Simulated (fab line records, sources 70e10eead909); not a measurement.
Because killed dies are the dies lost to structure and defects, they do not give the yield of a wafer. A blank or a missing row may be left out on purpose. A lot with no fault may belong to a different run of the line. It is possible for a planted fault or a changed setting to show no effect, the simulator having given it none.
Shared-tool check :: flow nandHarc :: Sample size 13 lots and 39 wafers

== REASON IT WAS OPENED ==
Flagged at NHARC_P_GATE_CD_MEAS_91: reading cdNm, on 1 of 13 lots. Fault-free wafers read 1999.5 nm, with a standard deviation of 1.5.
Rule: a lot is flagged when every wafer of it that has a number lies more than 4 standard deviations from that mean, or none has a number. The other lots count as sound.

lot: L885
measured: day 5 10:11
on: cdSem-02
cdNm (nm), wafer by wafer: 1998.9 1999.0 1999.4
flag: 

lot: L887
measured: day 5 23:13
on: cdSem-01
cdNm (nm), wafer by wafer: 2002.0 1999.6 1998.6
flag: 

lot: L886
measured: day 5 23:43
on: cdSem-03
cdNm (nm), wafer by wafer: 2000.3 1998.5 1999.3
flag: 

lot: L889
measured: day 6 10:33
on: cdSem-03
cdNm (nm), wafer by wafer: 1998.1 2000.2 2000.8
flag: 

lot: L891
measured: day 7 05:30
on: cdSem-02
cdNm (nm), wafer by wafer: 1999.0 2002.1 1998.8
flag: 

lot: L890
measured: day 7 05:41
on: cdSem-03
cdNm (nm), wafer by wafer: 2000.3 2000.3 1998.9
flag: 

lot: L893
measured: day 7 13:21
on: cdSem-01
cdNm (nm), wafer by wafer: 1998.5 1999.6 2002.1
flag: 

lot: L894
measured: day 8 00:35
on: cdSem-02
cdNm (nm), wafer by wafer: 1997.6 1998.9 1998.7
flag: 

lot: L896
measured: day 8 12:20
on: cdSem-01
cdNm (nm), wafer by wafer: 2000.3 1999.9 2000.0
flag: 

lot: L899
measured: day 8 15:52
on: cdSem-02
cdNm (nm), wafer by wafer: 2226.1 2227.2 2229.8
flag: FLAGGED

lot: L905
measured: day 10 15:16
on: cdSem-01
cdNm (nm), wafer by wafer: 1998.8 2000.7 1999.4
flag: 

lot: L906
measured: day 10 15:37
on: cdSem-01
cdNm (nm), wafer by wafer: 1999.4 2001.0 1999.8
flag: 

lot: L907
measured: day 11 03:26
on: cdSem-03
cdNm (nm), wafer by wafer: 1999.1 2001.8 1998.4
flag: 
The numbers of the flagged lots are 2227.7 nm on average: +228.2 nm against the usual, or +99 or more standard deviations.

== EACH LOT AND THE TOOL IT RAN ON ==
Before the reading, the record contains 3 process steps out of a 1159-step route. Read each cell as the tool, then ch plus the chambers that the sampled wafers visited, then the start.
lot: L885
flag: 
NHARC_P_GATE_ALD_36: aldSin-04 ch 0,2,3, day 4 20:22
NHARC_P_GATE_STRIP_75: plasmaAsher-02 ch 0,1, day 5 07:40
NHARC_P_GATE_EXPOSE_88: krfScanner-04 ch 0, day 5 10:02

lot: L887
flag: 
NHARC_P_GATE_ALD_36: aldSin-03 ch 2,3, day 5 09:08
NHARC_P_GATE_STRIP_75: plasmaAsher-02 ch 0,1, day 5 20:25
NHARC_P_GATE_EXPOSE_88: krfScanner-03 ch 0, day 5 23:02

lot: L886
flag: 
NHARC_P_GATE_ALD_36: aldSin-04 ch 2,3, day 5 09:34
NHARC_P_GATE_STRIP_75: plasmaAsher-02 ch 0,1, day 5 21:00
NHARC_P_GATE_EXPOSE_88: krfScanner-04 ch 0, day 5 23:33

lot: L889
flag: 
NHARC_P_GATE_ALD_36: aldSin-04 ch 1,3, day 5 20:28
NHARC_P_GATE_STRIP_75: plasmaAsher-02 ch 0,1, day 6 07:52
NHARC_P_GATE_EXPOSE_88: krfScanner-02 ch 0, day 6 10:24

lot: L891
flag: 
NHARC_P_GATE_ALD_36: aldSin-01 ch 0,1,3, day 6 14:51
NHARC_P_GATE_STRIP_75: plasmaAsher-01 ch 0,1, day 7 02:59
NHARC_P_GATE_EXPOSE_88: krfScanner-04 ch 0, day 7 05:20

lot: L890
flag: 
NHARC_P_GATE_ALD_36: aldSin-04 ch 0,1,2, day 6 15:03
NHARC_P_GATE_STRIP_75: plasmaAsher-02 ch 0,1, day 7 03:10
NHARC_P_GATE_EXPOSE_88: krfScanner-04 ch 0, day 7 05:31

lot: L893
flag: 
NHARC_P_GATE_ALD_36: aldSin-01 ch 0,1,3, day 6 23:33
NHARC_P_GATE_STRIP_75: plasmaAsher-01 ch 0,1, day 7 10:50
NHARC_P_GATE_EXPOSE_88: krfScanner-04 ch 0, day 7 13:11

lot: L894
flag: 
NHARC_P_GATE_ALD_36: aldSin-03 ch 0,1,3, day 7 10:14
NHARC_P_GATE_STRIP_75: plasmaAsher-01 ch 0,1, day 7 22:01
NHARC_P_GATE_EXPOSE_88: krfScanner-02 ch 0, day 8 00:25

lot: L896
flag: 
NHARC_P_GATE_ALD_36: aldSin-04 ch 1,2,3, day 8 00:25
NHARC_P_GATE_STRIP_75: plasmaAsher-02 ch 0,1, day 8 09:41
NHARC_P_GATE_EXPOSE_88: krfScanner-04 ch 0, day 8 12:11

lot: L899
flag: FLAGGED
NHARC_P_GATE_ALD_36: aldSin-03 ch 0,1,3, day 8 04:48
NHARC_P_GATE_STRIP_75: plasmaAsher-01 ch 0,1, day 8 13:01
NHARC_P_GATE_EXPOSE_88: krfScanner-02 ch 0, day 8 15:42

lot: L905
flag: 
NHARC_P_GATE_ALD_36: aldSin-03 ch 0,1,3, day 10 01:16
NHARC_P_GATE_STRIP_75: plasmaAsher-02 ch 0,1, day 10 12:34
NHARC_P_GATE_EXPOSE_88: krfScanner-04 ch 0, day 10 15:07

lot: L906
flag: 
NHARC_P_GATE_ALD_36: aldSin-01 ch 0,1,3, day 10 04:31
NHARC_P_GATE_STRIP_75: plasmaAsher-02 ch 0,1, day 10 12:59
NHARC_P_GATE_EXPOSE_88: krfScanner-03 ch 0, day 10 15:28

lot: L907
flag: 
NHARC_P_GATE_ALD_36: aldSin-04 ch 1,3, day 10 14:29
NHARC_P_GATE_STRIP_75: plasmaAsher-02 ch 0,1, day 11 00:47
NHARC_P_GATE_EXPOSE_88: krfScanner-04 ch 0, day 11 03:17
What is done by these steps:
- NHARC_P_GATE_ALD_36: deposits SiNx, target thk 20 nm, pulse time 60 s, ald cycles 223.
- NHARC_P_GATE_STRIP_75: strips in O2.
- NHARC_P_GATE_EXPOSE_88: exposes mask P HVN, target cd 2000 nm.
- NHARC_P_GATE_CD_MEAS_91: target cd 2000 nm.

== FLAGGED OVER TOTAL, TOOL BY TOOL (the gauges that took the reading come last) ==
step: NHARC_P_GATE_ALD_36
tool: aldSin-01
lots run: 3
flagged: 0
share of the flagged lots: none
sound lots run after its first flagged lot: -

step: NHARC_P_GATE_ALD_36
tool: aldSin-03
lots run: 4
flagged: 1
share of the flagged lots: all
sound lots run after its first flagged lot: 1 (L905)

step: NHARC_P_GATE_ALD_36
tool: aldSin-04
lots run: 6
flagged: 0
share of the flagged lots: none
sound lots run after its first flagged lot: -

step: NHARC_P_GATE_STRIP_75
tool: plasmaAsher-01
lots run: 4
flagged: 1
share of the flagged lots: all
sound lots run after its first flagged lot: 0

step: NHARC_P_GATE_STRIP_75
tool: plasmaAsher-02
lots run: 9
flagged: 0
share of the flagged lots: none
sound lots run after its first flagged lot: -

step: NHARC_P_GATE_EXPOSE_88
tool: krfScanner-02
lots run: 3
flagged: 1
share of the flagged lots: all
sound lots run after its first flagged lot: 0

step: NHARC_P_GATE_EXPOSE_88
tool: krfScanner-03
lots run: 2
flagged: 0
share of the flagged lots: none
sound lots run after its first flagged lot: -

step: NHARC_P_GATE_EXPOSE_88
tool: krfScanner-04
lots run: 8
flagged: 0
share of the flagged lots: none
sound lots run after its first flagged lot: -

step: NHARC_P_GATE_CD_MEAS_91
tool: cdSem-01
lots run: 5
flagged: 0
share of the flagged lots: none
sound lots run after its first flagged lot: -

step: NHARC_P_GATE_CD_MEAS_91
tool: cdSem-02
lots run: 4
flagged: 1
share of the flagged lots: all
sound lots run after its first flagged lot: 0

step: NHARC_P_GATE_CD_MEAS_91
tool: cdSem-03
lots run: 4
flagged: 0
share of the flagged lots: none
sound lots run after its first flagged lot: -

== WHAT THE TABLE ALLOWS ==
4 rows of the table ran every flagged lot: aldSin-03 at NHARC_P_GATE_ALD_36, plasmaAsher-01 at NHARC_P_GATE_STRIP_75, krfScanner-02 at NHARC_P_GATE_EXPOSE_88, cdSem-02 at NHARC_P_GATE_CD_MEAS_91.
- aldSin-03 at NHARC_P_GATE_ALD_36 ran 4 lots, 1 of them flagged. Sound lots ran on it after the first flagged one (L905), which a lasting fault on the whole tool wouldn't allow.
- plasmaAsher-01 at NHARC_P_GATE_STRIP_75 ran 4 lots, 1 of them flagged. Last sound lot L894 at day 7 22:01, first flagged lot L899 at day 8 13:01; a fault beginning in between fits.
- krfScanner-02 at NHARC_P_GATE_EXPOSE_88 ran 3 lots, 1 of them flagged. Last sound lot L894 at day 8 00:25, first flagged lot L899 at day 8 15:42; a fault beginning in between fits.
- cdSem-02 at NHARC_P_GATE_CD_MEAS_91 ran 4 lots, 1 of them flagged. Last sound lot L894 at day 8 00:35, first flagged lot L899 at day 8 15:52; a fault beginning in between fits.
Because each of these 3 tools fits a fault that began at some hour, counting lots does not separate them. More lots, or a look at what each step does to the wafer, might.

== WHAT HAD BEEN PUT IN BY THE SIMULATOR ==
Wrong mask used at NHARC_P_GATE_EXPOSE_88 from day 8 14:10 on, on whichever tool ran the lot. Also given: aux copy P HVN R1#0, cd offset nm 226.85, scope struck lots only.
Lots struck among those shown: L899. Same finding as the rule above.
